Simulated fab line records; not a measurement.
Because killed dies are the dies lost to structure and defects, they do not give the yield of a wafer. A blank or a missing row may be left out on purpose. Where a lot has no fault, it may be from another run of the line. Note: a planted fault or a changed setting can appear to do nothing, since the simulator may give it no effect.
Comparing a struck lot with a sound one + flow n5_finfet + 26 steps out of a route of 1938
Sound: wafers L508.3, L508.4, L508.6. Struck: wafer L521.2. (L521.1, L521.3 of the same lot were not struck and are left out.) The cause comes at the end.
Order at every step that has rows: each side's tool, ch and its chambers, its first start. Under that, the readings that differ: sound wafers + struck wafers + difference of the means + sigmas: that difference in standard deviations of wafers without a fault.
alike: readings whose means differ by less than 2 such deviations, and words and numbers that are the same on both sides. not compared: withheld readings, readings that some wafer has no value for, bounds like >300 that may hide the same value, and numbers for which the record gives no deviation and whose values overlap.
A row with sigmas, a row that says differs or no value, or rows on one side alone: a step with any of these is where the two part. Numbers that have no deviation but don't overlap get no sigmas and don't part them. A reading missing from all wafers of one side parts the sides only when that side holds two or more wafers.

first, 4 steps without rows for these wafers: N5_BEOL_M15_STRIP_63 (strips in O2); N5_BEOL_M15_STRIP_64 (strips in O2); N5_BEOL_M15_STRIP_65 (strips in post etch residue remover, time 60 s); N5_BEOL_M15_SRD_66 (time 30 s, dry time 30 s).
N5_BEOL_M15_CD_MEAS_17 targets a cd of 360 nm.
  struck on cd_sem-03, day 15 13:34; sound on cd_sem-03, day 12 00:46
  alike: cd_nm
then, 1 step without rows for these wafers: N5_BEOL_M15_COAT_56 (time 60 s, resist thk 550 nm).
N5_BEOL_M15_ETCH_57: etches SOC in N2/H2, time 750 s.
  sound on rie_diel-06 ch 0,1, day 12 00:52; struck on rie_diel-06 ch 3, day 15 13:40
| reading                     | sound          | struck | difference | sigmas |
|-----------------------------|----------------|--------|------------|--------|
| drypump_motor_current_A (A) | 4.7 5.7 4.7    | 5.9    | +0.9       | +2     |
| oes_product_au (a.u.)       | 0.97 0.88 0.98 | 0.75   | -0.19      | -3     |
  alike: rf_vpp_V, showerhead_plenum_p_Torr, throttle_valve_pct
  not compared: rf_hours_counter_h
then, 5 steps without rows for these wafers: N5_BEOL_M15_COAT_60 (time 60 s, resist thk 89 nm); N5_BEOL_M15_COAT_22 (resist thk 800 nm); N5_BEOL_M15_EBR_24; N5_BEOL_M15_SOFTBAKE_23 (time 60 s); N5_BEOL_M15_EXPOSE_25 (exposes mask M15, target cd 400 nm).
N5_BEOL_M15_PEB_26: peb time 90 s.
  sound on litho_track-04 ch 0, day 12 01:39; struck on litho_track-01 ch 0, day 15 14:19
| reading                  | sound             | struck | difference | sigmas |
|--------------------------|-------------------|--------|------------|--------|
| heater_power_total_W (W) | 173.1 172.6 171.4 | 184.0  | +11.6      | +14    |
then, 2 steps without rows for these wafers: N5_BEOL_M15_DEVELOP_27 (develop time 45 s); N5_BEOL_M15_HARDBAKE_32 (time 120 s).
N5_BEOL_M15_CD_MEAS_28 targets a cd of 407.6 nm.
  sound on cd_sem-02 ch 0, day 12 01:46; struck on cd_sem-03 ch 0, day 15 14:26
| reading    | sound             | struck | difference | sigmas |
|------------|-------------------|--------|------------|--------|
| cd_nm (nm) | 407.7 405.1 409.2 | 402.2  | -5.1       | -3     |
N5_BEOL_M15_OVL_MEAS_29:
  sound on overlay-01 ch 0, day 12 01:48; struck on overlay-02 ch 0, day 15 14:28
  alike: M15_OVL
N5_BEOL_M15_INSPECT_30: inspects for defects (macro).
  struck on defect_inspect-02, day 15 14:29; sound on defect_inspect-01, day 12 01:49
  alike: raw_defect_count
N5_BEOL_M15_DESCUM_33: chemistry O2, time 7.9 s.
  sound on rie_diel-06 ch 2,3, day 12 01:52; struck on rie_diel-06 ch 0, day 15 14:35
| reading                   | sound           | struck | difference | sigmas |
|---------------------------|-----------------|--------|------------|--------|
| model.BEOL_M15.cd_nm (nm) | 407.6 405.2 409 | 402.4  | -4.9       |        |
  alike: drypump_motor_current_A, o2_flow_sccm, oes_product_au, rf_vpp_V, showerhead_plenum_p_Torr, throttle_valve_pct
  not compared: rf_hours_counter_h
N5_BEOL_M15_ETCH_61: etches BARC in N2/H2, target depth 89 nm, overetch 26.7 nm, time 67.9 s.
  sound on rie_diel-06 ch 2,3, day 12 01:53; struck on rie_diel-06 ch 0, day 15 14:37
  alike: drypump_motor_current_A, oes_product_au, rf_vpp_V, showerhead_plenum_p_Torr, throttle_valve_pct
  not compared: rf_hours_counter_h
N5_BEOL_M15_TRENCH_ETCH_34: etches SiO2 in C4F8/O2/Ar, target depth 872.93 nm, time 199 s.
  sound on rie_diel-06 ch 2,3, day 12 01:56; struck on rie_diel-06 ch 0, day 15 14:40
  alike: drypump_motor_current_A, oes_product_au, rf_vpp_V, showerhead_plenum_p_Torr, throttle_valve_pct
  not compared: rf_hours_counter_h
N5_BEOL_M15_STRIP_36: strips in O2.
  sound on rie_diel-05 ch 0,1,2, day 12 06:54; struck on rie_diel-05 ch 3, day 15 16:23
  alike: drypump_motor_current_A, o2_flow_sccm, oes_product_au, rf_vpp_V, showerhead_plenum_p_Torr, throttle_valve_pct
  not compared: rf_hours_counter_h
then, 1 step without rows for these wafers: N5_BEOL_M15_STRIP_62 (strips in O2).
N5_BEOL_M15_STRIP_37: strips in O2.
  sound on rie_diel-05 ch 0,1,2; struck on rie_diel-05 ch 3
  alike: drypump_motor_current_A, o2_flow_sccm, oes_product_au, rf_vpp_V, showerhead_plenum_p_Torr, throttle_valve_pct
  not compared: rf_hours_counter_h
N5_BEOL_M15_ETCH_38: etches SiCN in CF4/N2, target depth 106.4 nm, time 120.5 s.
  sound on rie_diel-05 ch 0,1,2; struck on rie_diel-05 ch 3
| reading                   | sound           | struck | difference | sigmas |
|---------------------------|-----------------|--------|------------|--------|
| model.BEOL_M15.cd_nm (nm) | 399.4 398.6 403 | 395.8  | -4.5       |        |
  alike: drypump_motor_current_A, oes_product_au, rf_vpp_V, showerhead_plenum_p_Torr, throttle_valve_pct
  not compared: rf_hours_counter_h
then, 1 step without rows for these wafers: N5_BEOL_M15_PRECLEAN_39 (cleans in residue remover, time 60 s).

WHERE THEY PART
Last at N5_BEOL_M15_CD_MEAS_28 as far as this record goes, first at N5_BEOL_M15_ETCH_57. Later steps at which nothing parts them and some readings are alike: N5_BEOL_M15_OVL_MEAS_29, N5_BEOL_M15_INSPECT_30, N5_BEOL_M15_DESCUM_33, N5_BEOL_M15_ETCH_61, N5_BEOL_M15_TRENCH_ETCH_34, N5_BEOL_M15_STRIP_36, N5_BEOL_M15_STRIP_37, N5_BEOL_M15_ETCH_38.

WHY: whatever the simulator had introduced
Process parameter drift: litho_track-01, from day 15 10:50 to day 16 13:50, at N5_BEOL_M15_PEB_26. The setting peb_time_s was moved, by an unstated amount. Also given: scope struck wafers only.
